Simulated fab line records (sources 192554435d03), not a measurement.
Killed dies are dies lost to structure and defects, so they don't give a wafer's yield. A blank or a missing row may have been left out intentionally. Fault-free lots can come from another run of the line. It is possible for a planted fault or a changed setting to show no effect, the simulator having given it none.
A lot that was struck, set against a sound lot + flow n5_finfet + 38 steps out of a route of 1938
Sound: the wafers L613.1, L613.5, L613.6. The struck wafers were L626.1, L626.3, L626.5. Last of all comes the cause.
At each step with rows: each side's tool, then ch and its chambers, then its first start. Under that, the readings that differ: sound wafers + struck wafers + difference of the means + sigmas: that difference in standard deviations of wafers without a fault.
alike: readings whose means differ by less than 2 such deviations, and words and numbers that are the same on both sides. not compared: withheld readings, readings that some wafer has no value for, bounds like >300 that may hide the same value, and numbers for which the record gives no deviation and whose values overlap.
The two part at a step that has a row with sigmas, a row that says differs or no value, or rows on one side only. Numbers that don't overlap but have no deviation are shown without sigmas and don't part them. A reading missing from all wafers of one side parts the sides only when that side holds two or more wafers.

first, 9 steps without rows for these wafers: N5_BEOL_M2_COAT_68 (time 60 s, resist thk 12 nm); N5_BEOL_M2_COAT_76 (time 60 s, resist thk 5 nm); N5_BEOL_M2_COAT_22 (resist thk 30 nm); N5_BEOL_M2_EBR_24; N5_BEOL_M2_SOFTBAKE_23 (time 60 s); N5_BEOL_M2_EXPOSE_25 (exposes mask V1, defocus 5 nm); N5_BEOL_M2_PEB_26 (peb time 60 s); N5_BEOL_M2_DEVELOP_27 (develop time 30 s); N5_BEOL_M2_DESCUM_33 (chemistry O2, time 7 s).
N5_BEOL_M2_ETCH_77: etches underlayer in N2/H2, target depth 6.5 nm, time 5.2 s.
  sound on rie_diel-05 ch 0,1, day 7 15:37; struck on rie_diel-06 ch 2,3, day 10 15:41
  alike: drypump_motor_current_A, etch_rf_on_time_s, oes_product_au, rf_vpp_V, showerhead_plenum_p_Torr, throttle_valve_pct
  not compared: rf_hours_counter_h
then, 27 steps without rows for these wafers: N5_BEOL_M2_ETCH_69 (etches SiARC in CF4, target depth 15.6 nm, time 26 s); N5_BEOL_M2_ALD_98 (deposits SiO2, target thk 2.5 nm, pulse time 1 s, co reactant pulse time 1 s); N5_BEOL_M2_ETCHBACK_99 (etches SiO2 in CHF3, target depth 5 nm, time 10.4 s); N5_BEOL_M2_ETCH_70 (etches SOC in N2/H2, target depth 80 nm, overetch 24 nm, time 130 s); N5_BEOL_M2_STRIP_71 (strips in N2/H2); N5_BEOL_M2_STRIP_78 (strips in N2/H2); N5_BEOL_M2_VIA_ETCH_34 (etches the open film in C4F6/O2, target depth 69.4 nm, time 65.9 s); N5_BEOL_M2_STRIP_83 (strips in C4F6/O2); N5_BEOL_M2_STRIP_36 (strips in N2/H2); N5_BEOL_M2_TRENCH_ETCH_37 (etches SiOC in C4F6/O2, target depth 55.555 nm, time 29.2 s); N5_BEOL_M2_ETCH_41 (etches SiCN in CH3F/O2, target depth 29.9 nm, time 52.5 s); N5_BEOL_M2_STRIP_97 (strips in N2/H2, time 10 s); N5_BEOL_M2_HM_STRIP_39 (strips TiN in peroxide tin strip, target depth 25 nm, time 158 s); N5_BEOL_M2_SRD_40 (time 30 s); N5_BEOL_M2_PRECLEAN_42 (cleans in residue remover, time 60 s); N5_BEOL_M2_SRD_43 (time 30 s); N5_BEOL_M2_DEGAS_44 (time 60 s); N5_BEOL_M2_PRE_CLEAN_45 (time 30 s); N5_BEOL_M2_ALD_84 (deposits TaN, pulse time 2 s, purge time 3 s, co reactant purge time 2 s); N5_BEOL_M2_SURFACE_TREAT_85; N5_BEOL_M2_CVD_47 (deposits Co from CCTBA/H2, target thk 3 nm, time 223.8 s); N5_BEOL_M2_SPUTTER_48 (material Cu, target thk 4.5 nm, time 8.29 s); N5_BEOL_M2_ANNEAL_49 (time 240 s); N5_BEOL_M2_SPUTTER_79 (material Cu, target thk 4.5 nm, time 8.29 s); N5_BEOL_M2_ANNEAL_80 (time 240 s); N5_BEOL_M2_SPUTTER_81 (material Cu, target thk 4.5 nm, time 8.29 s); N5_BEOL_M2_ANNEAL_82 (time 240 s).
-- record jumps: 7 days separate the struck wafers' starts on either side; left off in module BEOL_M2, taken up again in module PASSIVATION, whose first shown step is the route's number 1936 --
N5_PASSIVATION_PROBE_49:
  sound on prober-01, day 13 21:56; struck on prober-02, day 17 14:57
| reading                  | sound          | struck         | difference | sigmas |
|--------------------------|----------------|----------------|------------|--------|
| defect_limited_yield (%) | 90.8 90.8 88.4 | 81.2 85.8 84.6 | -6.1       | -5     |
| killed_at_M0_to_M3       | 35 31 35       | 151 106 116    | +91        | +9     |
| killed_dies              | 109 108 137    | 222 168 182    | +73        | +5     |
| killed_on_rim            | 17 15 24       | 16 32 35       | +9         | +2     |
| sort_bin_5_function (%)  | 5.4 6.0 6.6    | 11.6 9.0 9.7   | +4.1       | +5     |
| sort_n_pass              | 1071 1072 1043 | 958 1012 998   | -73        | -5     |
| sort_yield_pct (%)       | 90.8 90.8 88.4 | 81.2 85.8 84.6 | -6.1       | -4     |
  alike: killed_at_M4_up, killed_at_contacts, killed_at_front_end, killed_at_other, killed_open, killed_short, sort_bin_6_memory

WHERE THEY PART
N5_PASSIVATION_PROBE_49 only, going by this record.

WHY: whatever the simulator had introduced
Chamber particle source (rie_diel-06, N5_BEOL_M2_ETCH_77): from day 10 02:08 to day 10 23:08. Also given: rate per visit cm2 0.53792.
